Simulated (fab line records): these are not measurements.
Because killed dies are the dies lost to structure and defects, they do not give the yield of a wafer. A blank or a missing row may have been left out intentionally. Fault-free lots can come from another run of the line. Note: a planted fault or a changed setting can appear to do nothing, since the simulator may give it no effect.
Lot-split experiment || flow n5_finfet || 21 wafers read across 7 lots, on a route 1938 steps long

== ABOUT THE SPLIT ==
At N5_BEOL_M14_EXPOSE_07 (exposes mask V13), the setting dose_mj was moved away from the recipe's 57 on 4 of the 21 wafers read, by -5.0% to +2.0%. For the rest of the wafers, this setting stayed at what the recipe calls for.

== FROM THE SPLIT TO THE READING: what the file shows between them, 11 steps ==
- N5_BEOL_M14_PEB_08: peb time 90 s
- N5_BEOL_M14_DEVELOP_09: develop time 45 s
- N5_BEOL_M14_HARDBAKE_14: time 120 s
- N5_BEOL_M14_CD_MEAS_10: target cd 250 nm
- N5_BEOL_M14_DESCUM_15: chemistry O2, time 7.9 s
- N5_BEOL_M14_ETCH_59: etches BARC in N2/H2, target depth 89 nm, overetch 26.7 nm, time 67.9 s
- N5_BEOL_M14_VIA_ETCH_16: etches SiO2 in C4F8/O2/Ar, target depth 1231.3 nm
- N5_BEOL_M14_STRIP_63: strips in O2
- N5_BEOL_M14_STRIP_64: strips in O2
- N5_BEOL_M14_STRIP_71: strips in post etch residue remover, time 60 s
- N5_BEOL_M14_SRD_72: time 30 s, dry time 30 s

== THE READING ==
cd_nm, in nm, at N5_BEOL_M14_CD_MEAS_17 (target cd 250 nm). A value of 251.0 nm with a standard deviation of 2.1 nm is what fault-free wafers of this fab line usually give.

{"wafer": "L076.1", "tool, chamber at the split": "krf_scanner-02, 0", "dose_mj as run": 57, "against the recipe": "recipe", "cd_nm, nm": 252.2, "against lot-mates on the recipe": "-"}
{"wafer": "L076.2", "tool, chamber at the split": "krf_scanner-02, 0", "dose_mj as run": 57, "against the recipe": "recipe", "cd_nm, nm": 250.8, "against lot-mates on the recipe": "-"}
{"wafer": "L076.6", "tool, chamber at the split": "krf_scanner-02, 0", "dose_mj as run": 57, "against the recipe": "recipe", "cd_nm, nm": 253.0, "against lot-mates on the recipe": "-"}
{"wafer": "L078.1", "tool, chamber at the split": "krf_scanner-01, 0", "dose_mj as run": 54.14, "against the recipe": "-5.0%", "cd_nm, nm": 243.7, "against lot-mates on the recipe": -6.4}
{"wafer": "L078.4", "tool, chamber at the split": "krf_scanner-01, 0", "dose_mj as run": 57, "against the recipe": "recipe", "cd_nm, nm": 251.9, "against lot-mates on the recipe": "-"}
{"wafer": "L078.5", "tool, chamber at the split": "krf_scanner-01, 0", "dose_mj as run": 57, "against the recipe": "recipe", "cd_nm, nm": 248.2, "against lot-mates on the recipe": "-"}
{"wafer": "L081.3", "tool, chamber at the split": "krf_scanner-02, 0", "dose_mj as run": 57, "against the recipe": "recipe", "cd_nm, nm": 252.6, "against lot-mates on the recipe": "-"}
{"wafer": "L081.4", "tool, chamber at the split": "krf_scanner-02, 0", "dose_mj as run": 57, "against the recipe": "recipe", "cd_nm, nm": 247.6, "against lot-mates on the recipe": "-"}
{"wafer": "L081.6", "tool, chamber at the split": "krf_scanner-02, 0", "dose_mj as run": 57, "against the recipe": "recipe", "cd_nm, nm": 248.8, "against lot-mates on the recipe": "-"}
{"wafer": "L085.2", "tool, chamber at the split": "krf_scanner-01, 0", "dose_mj as run": 58.13, "against the recipe": "+2.0%", "cd_nm, nm": 252.5, "against lot-mates on the recipe": "+5.4"}
{"wafer": "L085.5", "tool, chamber at the split": "krf_scanner-01, 0", "dose_mj as run": 57, "against the recipe": "recipe", "cd_nm, nm": 247.1, "against lot-mates on the recipe": "-"}
{"wafer": "L085.6", "tool, chamber at the split": "krf_scanner-01, 0", "dose_mj as run": 58.13, "against the recipe": "+2.0%", "cd_nm, nm": 254.8, "against lot-mates on the recipe": "+7.7"}
{"wafer": "L084.1", "tool, chamber at the split": "krf_scanner-02, 0", "dose_mj as run": 57, "against the recipe": "recipe", "cd_nm, nm": 254.9, "against lot-mates on the recipe": "-"}
{"wafer": "L084.4", "tool, chamber at the split": "krf_scanner-02, 0", "dose_mj as run": 54.19, "against the recipe": "-4.9%", "cd_nm, nm": 244.4, "against lot-mates on the recipe": -10.5}
{"wafer": "L084.6", "tool, chamber at the split": "krf_scanner-02, 0", "dose_mj as run": 57, "against the recipe": "recipe", "cd_nm, nm": 254.8, "against lot-mates on the recipe": "-"}
{"wafer": "L088.1", "tool, chamber at the split": "krf_scanner-01, 0", "dose_mj as run": 57, "against the recipe": "recipe", "cd_nm, nm": 249.5, "against lot-mates on the recipe": "-"}
{"wafer": "L088.5", "tool, chamber at the split": "krf_scanner-01, 0", "dose_mj as run": 57, "against the recipe": "recipe", "cd_nm, nm": 251.5, "against lot-mates on the recipe": "-"}
{"wafer": "L088.6", "tool, chamber at the split": "krf_scanner-01, 0", "dose_mj as run": 57, "against the recipe": "recipe", "cd_nm, nm": 252.3, "against lot-mates on the recipe": "-"}
{"wafer": "L090.1", "tool, chamber at the split": "krf_scanner-02, 0", "dose_mj as run": 57, "against the recipe": "recipe", "cd_nm, nm": 252.9, "against lot-mates on the recipe": "-"}
{"wafer": "L090.2", "tool, chamber at the split": "krf_scanner-02, 0", "dose_mj as run": 57, "against the recipe": "recipe", "cd_nm, nm": 252.5, "against lot-mates on the recipe": "-"}
{"wafer": "L090.5", "tool, chamber at the split": "krf_scanner-02, 0", "dose_mj as run": 57, "against the recipe": "recipe", "cd_nm, nm": 254.0, "against lot-mates on the recipe": "-"}

THE FIT
A straight line over all 21 wafers: cd_nm changes by +1.43 nm for each +1% of dose_mj; r = +0.73; the points scatter about the line by 2.3 nm.
The same after taking each lot's own level away (the mean of its wafers on the recipe; 21 wafers): +1.95 nm for each +1%; r = +0.89; scatter 1.7 nm.
The reading moves by 9.8 nm for the largest change in dose_mj, on that fit.
Measured against the standard deviation above, the lots' own levels, which go from 247.10 to 254.85 nm, span 3.7 times it.
So the lot-to-lot level blurs the effect unless lot-mates are compared.
Check: for one of the wafers moved furthest among these (-5.0%), held out of the fit, the line's prediction against its lot-mates is -11.9 nm. Against them it came out at -6.35 nm.

== THE WHOLE CHAIN: every reading that the file lists as answering this split, in the file's order ==
{"step": "N5_BEOL_M14_CD_MEAS_10", "what it does": "target cd 250 nm", "reading": "cd_nm", "change (the file's fit)": "+1.71 nm for each +1% of the setting", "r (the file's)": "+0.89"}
{"step": "N5_BEOL_M14_CD_MEAS_17", "what it does": "target cd 250 nm", "reading": "cd_nm", "change (the file's fit)": "+1.81 nm for each +1% of the setting", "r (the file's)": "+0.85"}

== FILE'S OWN FIT ==
cd_nm changes by +1.81 nm for each +1% of dose_mj, r = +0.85.
